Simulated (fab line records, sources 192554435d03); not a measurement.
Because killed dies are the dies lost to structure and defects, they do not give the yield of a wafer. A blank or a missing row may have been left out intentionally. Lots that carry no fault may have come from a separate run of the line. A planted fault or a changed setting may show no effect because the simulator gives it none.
fab line records    flow n5_finfet    part 2 of 2: steps 5 to 6 of 6
record lots=23  wafers=69  last_day=19
route steps=1938 shown DUMMY_GATE@241 SD_EPI_P@303 SDB@357
lots that met no fault: taken from a fault-free run of the same line
start_h: hours from the record's opening day to when the first of the lot's shown wafers began    wait_h: how many hours have passed since the lot's step before this one    " identical to the entry in the row above    L1.1+2: a row that stands for several wafers    - either no value or no given start    * or withheld: withheld    < > ~ a bound
route shown NAME@n: NAME is a module with steps in the file, n the number in the route of the first one    usual: mean/standard deviation of fault-free wafers    same: alike in all rows    chamber/n: place in a boat    sites: readings site by site    _std_site: their standard deviation    _edge_site: the outer-site mean with the inner-site mean subtracted    radius_mm: for every site, how far away it sits from the centre of the wafer    mask NAME#n: copy n    behind: the tool/chamber that last shaped the wafer    hold: reason for holding the lot/hours on hold/outcome of the hold    device: the transistor (n, p or np) that didn't switch    end of line: tests run on the same wafers once the route is complete    a step with no rows: only its recipe    killed: count of dies lost to structure and defects at first sort (not the wafer's yield)    map: per-die view of a wafer (x killed, . not killed, _ where there is no die)
set.NAME: setting as actually run; set.NAME@STEP: the setting as run at that earlier step    model.NAME: the simulator's own value behind a step, which no gauge read
steps of the route over a sample of lots; a table a step, a row a wafer
services: a tool's chamber out of use, with start hour (start_h, from the record's first day; less than 0 if before it), hours out, and reason
## steps
# step N5_SD_EPI_P_ETCH_16
# recipe chemistry=CHF3/O2  target=SiO2  target_depth_a=50  mask_material=SOC  pressure_mtorr=30  source_w=650  bias_w=170  Ar_flow_sccm=200  CHF3_flow_sccm=50  O2_flow_sccm=5  ion_energy_ev=200
# usual drypump_motor_current_A=5.6/0.45  mfc_ar_sccm=200.0/0.6  oes_product_au=0.78/0.074  rf_vpp_V=525/9.4  showerhead_plenum_p_Torr=2.42/0.062  throttle_valve_pct=18.89/0.23
lot.wafer  tool         chamber  start_h  wait_h  drypump_motor_current_A  mfc_ar_sccm  oes_product_au  rf_hours_counter_h  rf_vpp_V  showerhead_plenum_p_Torr  throttle_valve_pct
L074.2     rie_diel-06  3        57.07    0.1     5.6                      199.5        0.75            148                 523       2.50                      18.94
L074.3     "            0        "        "       5.2                      199.6        0.83            77                  540       2.36                      19.12
L074.5     "            1        "        "       6.5                      201.2        0.70            -                   531       2.37                      18.80
L075.1     rie_diel-06  3        61.13    0.1     5.7                      200.5        0.74            148                 523       2.50                      18.97
L075.2     "            2        "        "       5.6                      200.2        0.77            142                 523       2.53                      18.91
L075.6     "            1        "        "       6.5                      200.9        0.70            -                   532       2.37                      18.80
L076.1     rie_diel-05  3        68.34    0.1     5.1                      199.7        0.71            210                 524       2.40                      19.19
L076.3     "            0        "        "       5.2                      199.9        0.89            51                  510       2.37                      18.61
L076.6     "            1        "        "       5.6                      200.1        0.75            -                   527       2.48                      18.75
L077.1     rie_diel-02  0        74.90    0.1     5.1                      199.8        0.72            165                 530       2.52                      19.28
L077.4     "            1        "        "       5.6                      200.1        0.90            13                  509       2.35                      18.83
L077.5     "            0        "        "       5.1                      200.1        0.72            -                   531       2.52                      19.29
L078.1     rie_diel-05  3        77.78    0.1     5.1                      200.5        0.70            213                 526       2.40                      19.20
L078.3     "            1        "        "       5.6                      199.6        0.73            183                 525       2.48                      18.74
L078.5     "            2        "        "       6.2                      199.3        0.90            -                   543       2.45                      18.49
L079.1     rie_diel-05  1        86.19    0.1     5.6                      200.3        0.75            186                 527       2.48                      18.76
L079.4     "            3        "        "       5.1                      198.9        0.70            215                 523       2.40                      19.21
L079.6     "            3        "        "       5.1                      200.1        0.70            -                   525       2.40                      19.21
L080.2     rie_diel-05  2        90.28    0.1     6.2                      200.1        0.88            34                  541       2.45                      18.46
L080.5     "            2        "        "       6.2                      200.0        0.88            -                   539       2.45                      18.49
L080.6     "            1        "        "       5.6                      199.6        0.73            -                   525       2.48                      18.75
L081.1     rie_diel-05  1        98.02    0.1     5.6                      200.8        0.75            190                 526       2.48                      18.78
L081.3     "            2        "        "       6.2                      199.6        0.89            37                  542       2.45                      18.48
L081.6     "            3        "        "       5.1                      200.2        0.70            -                   524       2.40                      19.22
L082.2     rie_diel-06  3        106.12   0.1     5.7                      199.8        0.74            162                 523       2.49                      18.97
L082.4     "            2        "        "       5.7                      200.2        0.76            156                 523       2.52                      18.94
L082.5     "            2        "        "       5.6                      200.5        0.76            -                   522       2.52                      18.94
L083.1     rie_diel-06  1        110.43   0.1     6.5                      199.1        0.69            209                 532       2.37                      18.83
L083.4     "            0        "        "       5.1                      200.0        0.82            92                  539       2.35                      19.12
L083.5     "            1        "        "       6.5                      199.5        0.70            -                   531       2.37                      18.82
L084.1     rie_diel-02  1        117.94   0.1     5.6                      200.3        0.87            26                  511       2.35                      18.84
L084.5     "            1        "        "       5.6                      200.7        0.87            -                   511       2.35                      18.84
L084.6     "            3        "        "       5.6                      200.6        0.69            -                   520       2.36                      19.05
L085.1     rie_diel-05  3        122.42   0.1     5.1                      200.2        0.70            225                 524       2.40                      19.24
L085.4     "            2        "        "       6.2                      200.8        0.88            43                  540       2.44                      18.48
L085.5     "            3        "        "       5.1                      200.0        0.69            -                   525       2.40                      19.22
L086.1     rie_diel-06  1        125.41   0.1     6.5                      199.9        0.70            212                 531       2.36                      18.85
L086.2     "            3        "        "       5.6                      199.7        0.73            167                 521       2.49                      18.98
L086.4     "            2        "        "       5.6                      199.6        0.76            161                 522       2.52                      18.93
L087.1     rie_diel-05  1        135.22   0.1     5.6                      200.9        0.73            199                 525       2.48                      18.79
L087.5     "            2        "        "       6.2                      200.7        0.87            -                   542       2.44                      18.51
L087.6     "            3        "        "       5.1                      200.0        0.70            -                   525       2.40                      19.22
L088.2     rie_diel-05  1        141.03   0.1     5.6                      200.3        0.73            201                 525       2.47                      18.79
L088.3     "            0        "        "       5.3                      199.4        0.85            72                  510       2.37                      18.64
L088.5     "            2        "        "       6.2                      199.6        0.86            -                   541       2.44                      18.50
L089.1     rie_diel-06  3        147.02   0.1     5.6                      200.3        0.73            174                 522       2.49                      19.00
L089.3     "            2        "        "       5.7                      199.7        0.76            167                 522       2.52                      18.95
L089.4     "            1        "        "       6.5                      199.1        0.69            218                 531       2.36                      18.84
L091.1     rie_diel-02  2        155.10   0.1     6.0                      200.7        0.77            149                 523       2.40                      18.80
L091.2     "            1        "        "       5.6                      199.8        0.85            38                  512       2.34                      18.88
L091.4     "            1        "        "       5.6                      200.0        0.86            -                   512       2.34                      18.86
L092.4     rie_diel-06  1        162.48   0.1     6.6                      199.5        0.69            221                 529       2.36                      18.85
L092.5     "            1        "        "       6.6                      200.9        0.68            -                   531       2.36                      18.85
L092.6     "            0        "        "       5.2                      200.0        0.79            -                   539       2.35                      19.18
L093.2     rie_diel-05  0        168.22   0.1     5.2                      200.2        0.85            79                  509       2.36                      18.66
L093.3     "            3        "        "       5.1                      199.7        0.68            238                 524       2.39                      19.25
L093.5     "            3        "        "       5.1                      199.3        0.68            -                   525       2.39                      19.24
L094.1     rie_diel-02  2        174.22   0.1     6.0                      200.2        0.76            156                 523       2.40                      18.83
L094.2     "            0        "        "       5.1                      200.5        0.69            194                 530       2.51                      19.34
L094.3     "            1        "        "       5.6                      199.7        0.85            44                  511       2.34                      18.88
L095.1     rie_diel-06  3        179.70   0.1     5.6                      200.5        0.73            182                 520       2.49                      19.01
L095.3     "            1        "        "       6.5                      200.2        0.68            225                 529       2.36                      18.87
L095.5     "            2        "        "       5.6                      200.0        0.75            -                   522       2.51                      18.97
L096.1     rie_diel-02  3        185.57   0.1     5.6                      200.4        0.98            1                   520       2.36                      18.60
L096.5     "            2        "        "       6.1                      200.8        0.76            -                   524       2.40                      18.84
L096.6     "            3        "        "       5.6                      199.7        0.96            -                   520       2.36                      18.61
L097.1     rie_diel-05  0        194.81   0.1     5.2                      199.5        0.84            87                  509       2.36                      18.67
L097.3     "            3        "        "       5.0                      200.5        0.68            246                 525       2.39                      19.26
L097.5     "            0        "        "       5.2                      200.2        0.83            -                   509       2.36                      18.67
# step N5_SDB_OVL_MEAS_12
# recipe points_per_wafer=44
# usual SDB_OVL=0.1/0.78
lot.wafer  tool        chamber  start_h  wait_h  SDB_OVL[nm]
L074.2     overlay-02  0        68.16    0.0     -0.8
L074.3     "           0        "        "       -1.0
L074.5     "           0        "        "       -1.2
L075.1     overlay-02  0        71.87    0.0     0.0
L075.2     "           0        "        "       -0.6
L075.6     "           0        "        "       0.6
L076.1     overlay-02  0        79.55    0.0     1.1
L076.3     "           0        "        "       1.3
L076.6     "           0        "        "       0.6
L077.1     overlay-02  0        85.62    0.0     -0.4
L077.4     "           0        "        "       0.0
L077.5     "           0        "        "       -0.6
L078.1     overlay-02  0        88.45    0.0     0.7
L078.3     "           0        "        "       0.9
L078.5     "           0        "        "       0.5
L079.1     overlay-02  0        100.03   0.0     0.9
L079.4     "           0        "        "       -1.4
L079.6     "           0        "        "       -0.7
L080.2     overlay-02  0        104.16   0.0     0.0
L080.5     "           0        "        "       -0.6
L080.6     "           0        "        "       1.2
L081.1     overlay-02  0        109.90   0.0     0.0
L081.3     "           0        "        "       -0.9
L081.6     "           0        "        "       0.7
L082.2     overlay-02  0        117.23   0.0     1.1
L082.4     "           0        "        "       0.9
L082.5     "           0        "        "       0.5
L083.1     overlay-02  0        122.30   0.0     0.3
L083.4     "           0        "        "       -1.3
L083.5     "           0        "        "       -0.6
L084.1     overlay-01  0        130.06   0.0     0.6
L084.5     "           0        "        "       1.9
L084.6     "           0        "        "       0.9
L085.1     overlay-01  0        134.31   0.0     -1.0
L085.4     "           0        "        "       0.9
L085.5     "           0        "        "       -0.4
L086.1     overlay-02  0        136.48   0.0     0.1
L086.2     "           0        "        "       1.4
L086.4     "           0        "        "       0.1
L087.1     overlay-01  0        146.10   0.0     -0.4
L087.5     "           0        "        "       0.1
L087.6     "           0        "        "       0.7
L088.2     overlay-01  0        152.09   0.0     -0.7
L088.3     "           0        "        "       -0.9
L088.5     "           0        "        "       -0.8
L089.1     overlay-01  0        158.13   0.0     1.5
L089.3     "           0        "        "       1.0
L089.4     "           0        "        "       -1.0
L091.1     overlay-01  0        166.57   0.0     1.0
L091.2     "           0        "        "       0.4
L091.4     "           0        "        "       0.5
L092.4     overlay-02  0        173.99   0.0     0.3
L092.5     "           0        "        "       -1.1
L092.6     "           0        "        "       -0.1
L093.2     overlay-01  0        179.75   0.0     0.1
L093.3     "           0        "        "       -0.4
L093.5     "           0        "        "       -0.1
L094.1     overlay-01  0        187.22   0.0     0.2
L094.2     "           0        "        "       0.2
L094.3     "           0        "        "       -0.7
L095.1     overlay-02  0        191.50   0.0     -0.1
L095.3     "           0        "        "       0.5
L095.5     "           0        "        "       0.9
L096.1     overlay-01  0        198.42   0.0     -0.4
L096.5     "           0        "        "       0.5
L096.6     "           0        "        "       -0.9
L097.1     overlay-01  0        206.63   0.0     0.9
L097.3     "           0        "        "       1.2
L097.5     "           0        "        "       1.0
## services
tool         chamber  start_h  hours  kind
rie_diel-05  0        32.32    29.0   repair
rie_diel-06  1        36.08    7.9    repair
rie_diel-05  3        51.80    1.8    repair
rie_si-06    3        54.54    12.4   repair
rie_si-06    1        80.29    -      clean
rie_si-06    1        80.29    21.0   scheduled_down
rie_si-06    1        80.29    21.0   vent_cycle
rie_diel-06  -        95.50    1.1    repair
rie_diel-02  0        110.40   10.7   repair
rie_diel-02  -        134.86   0.7    repair
rie_diel-02  3        147.66   -      clean
rie_diel-02  3        147.66   -      consumable_replace:focus_ring
rie_diel-02  3        147.66   33.6   scheduled_down
rie_diel-02  3        147.66   33.6   vent_cycle
rie_si-01    1        167.47   8.7    repair
rie_si-02    1        185.99   5.2    repair
